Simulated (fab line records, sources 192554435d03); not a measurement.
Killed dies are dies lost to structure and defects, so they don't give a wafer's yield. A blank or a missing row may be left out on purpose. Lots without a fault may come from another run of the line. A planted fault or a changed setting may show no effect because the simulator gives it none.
fab line records | flow n5_finfet
record lots=9 wafers=27 last_day=17
route steps=1938 shown BEOL_M3@931 BEOL_M4@1111 PASSIVATION@1936
lots that met no fault: from a run of the same line without faults
start_h: hours from the record's first day to the start of the lot's first wafer shown | wait_h: hours since the lot's step before | " the same as in the row above | L1.1+2: a row that stands for several wafers | - no value, or no start given | * or withheld: withheld | < > ~ a bound
route shown NAME@n: a module of which the file shows steps, and the number in the route of the first | usual: mean/standard deviation of fault-free wafers | same: alike in all rows | chamber/n: place in a boat | sites: the reading at each site | _std_site: their standard deviation | _edge_site: outer sites' mean less inner sites' | radius_mm: how far each site lies from the wafer's centre | mask NAME#n: copy n | behind: the tool/chamber that last shaped the wafer | hold: why the lot was held/for how many hours/how that ended | device: the transistor (n, p or np) that didn't switch | end of line: the same wafers' tests at the end of the route | a step without rows: its recipe alone | killed: dies lost to structure and defects at the first sort, not the wafer's yield | map: a wafer's dies, x killed, . not, _ none there
set.NAME: the setting as run; set.NAME@STEP: as run at that earlier step | model.NAME: the simulator's own value behind a step, which no gauge read
steps of the route over a sample of lots; a table a step, a row a wafer
services: from which hour (start_h, from the record's first day; less than 0 if before it) a tool's chamber was out of use, for how many hours, and why
## steps
# step N5_BEOL_M3_ILD_DEP_00
# recipe material=SiOC target_thk_a=790 temp_c=350 precursor=DEMS/O2 pressure_torr=5 rf_w=500 time_s=15.3
# usual heater_power_w=441/52 showerhead_plenum_p_Torr=5.700/0.02 throttle_valve_pct=11.8/0.61
# columns lot.wafer tool chamber start_h wait_h heater_power_w showerhead_plenum_p_Torr throttle_valve_pct
L130.1 pecvd-01 0 146.98 0.0 537 5.678 11.8
L130.2 " 1 " " 437 5.729 12.7
L130.3 " 1 " " 425 5.730 13.1
L133.3 pecvd-01 1 162.13 0.0 426 5.723 12.8
L133.4 " 0 " " 500 5.677 11.8
L133.6 " 1 " " 422 5.731 13.0
L136.1 pecvd-04 0 173.49 0.0 515 5.683 11.6
L136.4 " 0 " " 511 5.689 11.7
L136.6 " 2 " " 378 5.688 10.6
L138.1 pecvd-03 2 189.89 0.0 402 5.702 11.4
L138.4 " 2 " " 407 5.697 11.8
L138.5 " 0 " " 485 5.720 11.7
L144.2 pecvd-04 1 228.96 0.0 476 5.724 12.2
L144.5 " 2 " " 391 5.699 10.9
L144.6 " 1 " " 475 5.739 11.8
L149.1 pecvd-03 2 267.29 0.0 372 5.689 11.5
L149.2 " 1 " " 392 5.688 12.3
L149.3 " 0 " " 490 5.709 11.8
L150.4 pecvd-04 0 270.45 0.1 446 5.695 12.1
L150.5 " 2 " " 349 5.696 10.7
L150.6 " 1 " " 451 5.745 11.9
L151.2 pecvd-03 1 272.34 0.0 428 5.696 12.6
L151.4 " 1 " " 437 5.675 12.6
L151.5 " 2 " " 412 5.706 11.5
L152.1 pecvd-03 2 275.87 0.0 395 5.690 11.7
L152.2 " 1 " " 397 5.686 12.5
L152.4 " 2 " " 390 5.688 11.5
# step N5_BEOL_M3_INSPECT_13
# recipe mode=adi inspect_instrument=brightfield
# usual raw_defect_count=402/120
# columns lot.wafer tool chamber start_h wait_h raw_defect_count
L130.1 defect_inspect-02 - 148.02 0.1 297
L130.2 " - " " 280
L130.3 " - " " 335
L133.3 defect_inspect-02 - 165.00 0.0 248
L133.4 " - " " 370
L133.6 " - " " 288
L136.1 defect_inspect-01 - 174.65 0.1 423
L136.4 " - " " 286
L136.6 " - " " 339
L138.1 defect_inspect-02 - 191.39 0.1 530
L138.4 " - " " 441
L138.5 " - " " 381
L144.2 defect_inspect-01 - 231.09 0.0 506
L144.5 " - " " 474
L144.6 " - " " 546
L149.1 defect_inspect-02 - 270.73 0.1 436
L149.2 " - " " 331
L149.3 " - " " 341
L150.4 defect_inspect-02 - 271.63 0.0 427
L150.5 " - " " 340
L150.6 " - " " 556
L151.2 defect_inspect-02 - 274.07 0.0 305
L151.4 " - " " 236
L151.5 " - " " 266
L152.1 defect_inspect-01 - 277.44 0.1 520
L152.2 " - " " 555
L152.4 " - " " 416
# step N5_BEOL_M3_ETCH_64
# recipe chemistry=N2/H2 target=SOC target_depth_a=750 overetch_a=150 mask_material=SiARC temp_c=40 time_s=112.5 ion_energy_ev=200 pressure_mtorr=30 source_w=840 bias_w=150 n2_flow_sccm=200 h2_flow_sccm=200
# usual drypump_motor_current_A=5.6/0.36 oes_product_au=0.62/0.055 rf_vpp_V=524.6/2.7 showerhead_plenum_p_Torr=2.57/0.094 throttle_valve_pct=17.7/0.34
# columns lot.wafer tool chamber start_h wait_h drypump_motor_current_A oes_product_au rf_hours_counter_h rf_vpp_V showerhead_plenum_p_Torr throttle_valve_pct
L130.1 rie_diel-06 1 148.19 0.0 5.9 0.70 33 525.6 2.58 17.2
L130.2 " 3 " " 5.3 0.67 55 528.3 2.68 17.7
L130.3 " 2 " " 5.2 0.58 199 524.4 2.53 18.1
L133.3 rie_diel-01 1 165.11 0.0 5.8 0.58 190 523.6 2.52 17.6
L133.4 " 0 " " 5.2 0.59 170 525.2 2.65 18.0
L133.6 " 0 " " 5.2 0.58 - 527.2 2.65 18.0
L136.1 rie_diel-03 2 174.76 0.0 5.2 0.59 164 517.7 2.45 17.5
L136.4 " 0 " " 5.2 0.65 64 527.4 2.70 17.5
L136.6 " 2 " " 5.2 0.60 - 519.8 2.45 17.5
L138.1 rie_diel-06 3 191.50 0.0 5.3 0.66 66 528.8 2.67 17.7
L138.4 " 3 " " 5.3 0.66 - 528.7 2.67 17.7
L138.5 " 1 " " 5.9 0.68 - 523.9 2.58 17.3
L144.2 rie_diel-03 3 231.20 0.0 5.9 0.54 250 525.6 2.64 18.6
L144.5 " 1 " " 6.0 0.62 - 527.1 2.68 17.4
L144.6 " 0 " " 5.2 0.65 - 527.5 2.69 17.5
L149.1 rie_diel-06 3 270.84 0.0 5.3 0.64 91 528.1 2.66 17.8
L149.2 " 1 " " 5.9 0.66 66 524.1 2.57 17.3
L149.3 " 2 " " 5.2 0.55 237 522.2 2.51 18.2
L150.4 rie_diel-06 0 271.74 0.0 5.8 0.68 65 522.4 2.46 17.7
L150.5 " 0 " " 5.8 0.68 - 521.2 2.46 17.7
L150.6 " 3 " " 5.3 0.65 - 526.7 2.66 17.8
L151.2 rie_diel-06 1 274.18 0.0 5.9 0.66 67 525.2 2.57 17.3
L151.4 " 0 " " 5.8 0.69 65 521.2 2.46 17.7
L151.5 " 2 " " 5.2 0.56 - 523.0 2.51 18.2
L152.1 rie_diel-03 2 278.41 0.0 5.2 0.58 194 521.4 2.44 17.6
L152.2 " 3 " " 5.9 0.73 10 525.7 2.63 18.2
L152.4 " 1 " " 6.0 0.62 113 528.1 2.67 17.4
# step N5_BEOL_M3_COAT_68
# recipe resist=SiARC temp_c=220 time_s=60 spin_rpm=1500 resist_thk_nm=12
# usual heater_power_total_W=427.3/2.1 spin_speed_rpm=1499.9/0.96
# columns lot.wafer tool chamber start_h wait_h heater_power_total_W spin_speed_rpm
L130.1 litho_track-03 0 148.58 - 428.0 1501.3
L130.2 " 0 " " 429.6 1501.3
L130.3 " 0 " " 428.4 1500.5
L133.3 litho_track-05 0 165.50 - 427.9 1500.6
L133.4 " 0 " " 424.7 1499.6
L133.6 " 0 " " 430.3 1497.7
L136.1 litho_track-04 0 175.15 - 427.3 1500.0
L136.4 " 0 " " 429.0 1500.5
L136.6 " 0 " " 424.1 1500.5
L138.1 litho_track-03 0 191.93 - 428.0 1500.8
L138.4 " 0 " " 427.6 1500.2
L138.5 " 0 " " 429.8 1500.9
L144.2 litho_track-03 0 231.63 - 425.0 1500.2
L144.5 " 0 " " 424.7 1498.8
L144.6 " 0 " " 425.5 1500.6
L149.1 litho_track-03 0 271.23 - 430.5 1368.0
L149.2 " 0 " " 427.6 1366.7
L149.3 " 0 " " 426.4 1369.7
L150.4 litho_track-03 0 272.14 - 430.9 1366.1
L150.5 " 0 " " 426.2 1368.1
L150.6 " 0 " " 430.0 1366.6
L151.2 litho_track-05 0 274.66 - 430.2 1499.7
L151.4 " 0 " " 428.3 1500.9
L151.5 " 0 " " 425.6 1499.7
L152.1 litho_track-05 0 278.93 - 428.6 1501.5
L152.2 " 0 " " 424.6 1499.8
L152.4 " 0 " " 425.2 1499.5
# step N5_BEOL_M3_ETCH_69
# recipe chemistry=CF4 target=SiARC target_depth_a=156 mask_material=CAR-EUV time_s=26 ion_energy_ev=80 pressure_mtorr=40 source_w=545 bias_w=36 Ar_flow_sccm=100 cf4_flow_sccm=100 ends=cleared
# usual drypump_motor_current_A=5.7/0.38 etch_rf_on_time_s=25.9/0.49 oes_product_au=0.66/0.059 rf_vpp_V=184.1/1.3 showerhead_plenum_p_Torr=2.15/0.081 throttle_valve_pct=15.54/0.28
# columns lot.wafer tool chamber start_h wait_h drypump_motor_current_A etch_rf_on_time_s oes_product_au rf_hours_counter_h rf_vpp_V showerhead_plenum_p_Torr throttle_valve_pct
L130.1 rie_diel-06 1 149.03 0.0 5.9 25.5 0.76 33 184.7 2.17 15.07
L130.2 " 3 " " 5.2 25.4 0.74 55 186.5 2.27 15.62
L130.3 " 0 " " 5.8 25.8 0.78 30 183.7 2.09 15.56
L133.3 rie_diel-03 0 165.95 0.0 5.2 25.9 0.71 62 185.2 2.27 15.22
L133.4 " 3 " " 5.8 25.3 0.59 236 186.3 2.20 16.02
L133.6 " 2 " " 5.2 25.8 0.64 - 184.4 2.05 15.26
L136.1 rie_diel-03 2 175.60 0.0 5.2 26.3 0.64 164 182.2 2.05 15.27
L136.4 " 3 " " 5.9 25.5 0.59 238 184.9 2.20 16.01
L136.6 " 1 " " 6.0 27.0 0.67 - 186.1 2.25 15.22
L138.1 rie_diel-03 2 192.84 0.0 5.2 26.1 0.64 170 183.3 2.05 15.28
L138.4 " 1 " " 6.0 26.9 0.67 89 186.2 2.25 15.22
L138.5 " 2 " " 5.2 26.1 0.64 - 183.5 2.05 15.29
L144.2 rie_diel-01 3 232.09 0.0 6.3 26.2 0.73 62 184.4 2.10 15.41
L144.5 " 1 " " 5.9 25.6 0.61 - 184.6 2.13 15.59
L144.6 " 2 " " 6.1 25.1 0.60 - 182.5 2.03 15.82
L149.1 rie_diel-03 2 271.81 0.0 5.2 27.6 0.63 191 182.2 2.04 15.33
L149.2 " 1 " " 6.0 28.3 0.66 109 184.4 2.25 15.25
L149.3 " 3 " " 5.9 26.5 0.82 7 184.4 2.19 15.56
L150.4 rie_diel-01 0 272.62 0.0 5.2 27.5 0.60 - 184.8 2.20 15.72
L150.5 " 3 " " 6.2 27.6 0.73 - 181.8 2.09 15.45
L150.6 " 2 " " 6.1 26.3 0.59 - 181.1 2.03 15.83
L151.2 rie_diel-06 0 275.86 0.0 5.8 25.8 0.74 66 184.1 2.08 15.62
L151.4 " 2 " " 5.2 26.2 0.59 238 184.7 2.13 16.05
L151.5 " 2 " " 5.2 26.0 0.59 - 183.5 2.13 16.05
L152.1 rie_diel-01 2 279.58 0.0 6.1 25.3 0.59 250 183.7 2.03 15.85
L152.2 " 0 " " 5.2 26.4 0.60 206 185.7 2.20 15.74
L152.4 " 0 " " 5.2 26.2 0.60 - 184.7 2.20 15.74
# step N5_BEOL_M4_RC_MEAS_101
# usual DIBL_N=36.9/1.7 DIBL_P=36.7/2.1 IOFF_N=0.17/0.032 IOFF_P=0.22/0.036 ION_N=674/12 ION_P=461/7 SS_N=71.7/0.6 SS_P=73.4/0.67 VT_N=249/3.1 VT_P=-250/3.2
# columns lot.wafer tool chamber start_h wait_h DIBL_N[mV/V] DIBL_P[mV/V] IOFF_N[nA/um] IOFF_P[nA/um] ION_N[uA/um] ION_P[uA/um] SS_N[mV/dec] SS_P[mV/dec] VT_N[mV] VT_P[mV]
L130.1 prober-01 0 169.52 0.0 35.5 35.5 0.14 0.18 657 448 71.7 72.8 253 -254
L130.2 " 0 " " 36.4 36.6 0.15 0.20 674 464 71.3 73.2 254 -251
L130.3 " 0 " " 35.7 34.9 0.14 0.18 666 456 70.9 73.1 250 -251
L133.3 prober-02 0 182.21 0.3 32.8 32.8 0.12 0.17 660 454 70.6 72.8 255 -252
L133.4 " 0 " " 35.9 35.1 0.16 0.20 663 454 71.8 72.8 250 -252
L133.6 " 0 " " 34.4 32.9 0.14 0.17 652 446 71.6 72.2 252 -251
L136.1 prober-01 0 196.96 0.0 38.8 41.7 0.23 0.27 694 468 72.2 74.3 245 -251
L136.4 " 0 " " 36.9 38.2 0.18 0.21 676 452 71.8 73.9 250 -252
L136.6 " 0 " " 37.5 38.4 0.19 0.21 683 456 71.6 74.3 248 -254
L138.1 prober-01 0 212.24 0.0 37.3 36.5 0.18 0.22 679 461 71.7 73.2 246 -251
L138.4 " 0 " " 37.0 36.0 0.16 0.20 680 460 71.1 72.8 250 -249
L138.5 " 0 " " 39.7 37.1 0.23 0.23 675 452 72.8 73.7 244 -251
L144.2 prober-01 0 249.86 0.2 38.3 38.9 0.21 0.27 691 467 71.7 74.6 247 -247
L144.5 " 0 " " 38.2 39.0 0.21 0.26 691 470 71.4 74.2 246 -248
L144.6 " 0 " " 35.9 36.5 0.16 0.21 681 467 71.6 72.9 251 -250
L149.1 prober-01 0 285.93 0.0 37.1 37.7 0.17 0.27 679 465 72.8 73.5 248 -245
L149.2 " 0 " " 36.4 35.5 0.15 0.22 668 461 71.0 73.3 252 -245
L149.3 " 0 " " 38.0 38.3 0.21 0.28 702 472 73.2 74.1 244 -245
L150.4 prober-01 0 289.45 0.5 35.4 37.3 0.16 0.21 681 464 71.1 73.6 248 -250
L150.5 " 0 " " 37.0 37.7 0.17 0.22 682 465 70.8 73.7 248 -249
L150.6 " 0 " " 35.2 37.1 0.15 0.21 682 461 71.0 73.0 250 -249
L151.2 prober-02 0 293.19 0.2 35.5 34.9 0.14 0.19 673 462 72.0 73.8 254 -250
L151.4 " 0 " " 32.0 30.8 0.10 0.14 651 452 69.8 72.5 255 -255
L151.5 " 0 " " 35.6 34.9 0.14 0.20 667 462 71.3 73.7 255 -251
L152.1 prober-02 0 295.20 0.0 37.5 38.7 0.20 0.28 681 473 72.4 74.4 244 -247
L152.2 " 0 " " 38.9 40.3 0.23 0.30 696 471 72.0 74.2 245 -243
L152.4 " 0 " " 35.0 35.1 0.14 0.22 660 468 71.2 73.2 251 -249
# step N5_PASSIVATION_PROBE_49
# usual defect_limited_yield=91.7/1.5 killed_at_M0_to_M3=32/9.6 killed_at_M4_up=13/5.3 killed_at_contacts=12/6.8 killed_at_front_end=36/9.8 killed_at_other=4/3.1 killed_dies=98/17 killed_open=65/13 killed_short=32/8.5 sort_bin_5_function=4.9/0.93 sort_bin_6_memory=3.2/0.67 sort_bin_8_speed=0.00/0.02 sort_n_pass=1082/17
# same gross_dies=1180 killed_at_back_side=0 sort_bin_4_leakage[%]=0
# columns lot.wafer tool chamber start_h wait_h defect_limited_yield[%] killed_at_M0_to_M3 killed_at_M4_up killed_at_contacts killed_at_front_end killed_at_other killed_dies killed_open killed_short sort_bin_5_function[%] sort_bin_6_memory[%] sort_bin_8_speed[%] sort_n_pass
L152.1 prober-02 - 395.78 0.0 90.9 40 16 12 31 8 107 73 34 5.2 3.6 0 1073
L152.2 prober-02 - 395.83 0.1 89.1 45 15 14 46 9 129 84 45 6.9 3.6 0 1051
L152.4 prober-02 - 395.93 0.2 88.1 40 19 19 52 10 140 85 55 7.3 4.1 0 1040
# killed by level:class
L152.1 BEOL_M0_SAQP:geometric_particle:short=12 MOL_CONTACT_COAG:geometric_particle:open=11 BEOL_M0_SAQP:geometric_particle:open=10 FIN_SAQP:geometric_particle:open=7 BEOL_M3:geometric_particle:open=5 BEOL_M4:geometric_particle:open=5 STI_FIN_REVEAL:geometric_particle:open=4 STARTING-WAFER:geometric_particle:open=4
L152.2 MOL_CONTACT_COAG:geometric_particle:open=13 FIN_SAQP:geometric_particle:short=12 BEOL_M0_SAQP:geometric_particle:open=11 BEOL_M3:geometric_particle:open=10 FIN_SAQP:geometric_particle:open=8 BEOL_M0_SAQP:geometric_particle:short=8 BEOL_M1:geometric_particle:open=5 BEOL_M2:geometric_particle:open=5
L152.4 FIN_SAQP:geometric_particle:open=16 MOL_CONTACT_COAG:geometric_particle:open=16 FIN_SAQP:geometric_particle:short=14 BEOL_M0_SAQP:geometric_particle:short=11 BEOL_M3:geometric_particle:open=10 BEOL_M0_SAQP:geometric_particle:open=9 BEOL_M4:geometric_particle:open=6 BEOL_M4:geometric_particle:short=5
## services
# columns tool chamber start_h hours kind
pecvd-03 1 140.56 5.5 scheduled_down
pecvd-01 1 151.00 6.7 repair
pecvd-03 2 164.62 5.5 scheduled_down
rie_diel-06 0 191.26 3.2 repair
rie_diel-03 0 195.40 6.6 repair
rie_diel-06 1 206.40 12.2 repair
pecvd-01 2 209.43 19.8 repair
pecvd-03 2 211.82 5.0 scheduled_down
rie_diel-06 - 215.37 0.3 repair
rie_diel-03 3 218.34 1.6 repair
rie_diel-03 - 218.39 7.2 repair
pecvd-01 2 229.28 - clean
pecvd-01 2 229.28 - consumable_replace:showerhead
pecvd-01 2 229.28 29.0 scheduled_down
pecvd-01 2 229.28 29.0 vent_cycle
pecvd-01 - 229.78 28.1 pm
rie_diel-03 3 231.56 - clean
rie_diel-03 3 231.56 - consumable_replace:focus_ring
rie_diel-03 3 231.56 15.0 scheduled_down
rie_diel-03 3 231.56 15.0 vent_cycle
rie_diel-06 3 248.87 4.0 repair
pecvd-01 0 265.44 4.3 repair
pecvd-03 0 271.09 16.5 scheduled_down
rie_diel-01 1 271.31 18.5 repair
## key
first_sign step=N5_BEOL_M3_COAT_68 reading=spin_speed_rpm direction=down sigmas=99+ usual=* struck=*
effect step=N5_BEOL_M3_ETCH_69 reading=etch_rf_on_time_s direction=up sigmas=2.8 usual=* struck=*
met_at N5_BEOL_M3_COAT_68
struck_lots L149,L150
not_acting_at N5_BEOL_M3_ILD_DEP_00,N5_BEOL_M3_INSPECT_13,N5_BEOL_M3_ETCH_64
onset_between 231.63 271.23
fault kind=process_parameter_drift tool=litho_track-03 chamber=- onset_h=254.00 steps=N5_BEOL_M3_COAT_68 channel=spin_rpm offset=* shape=step end_h=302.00 acts_in=* stated=*
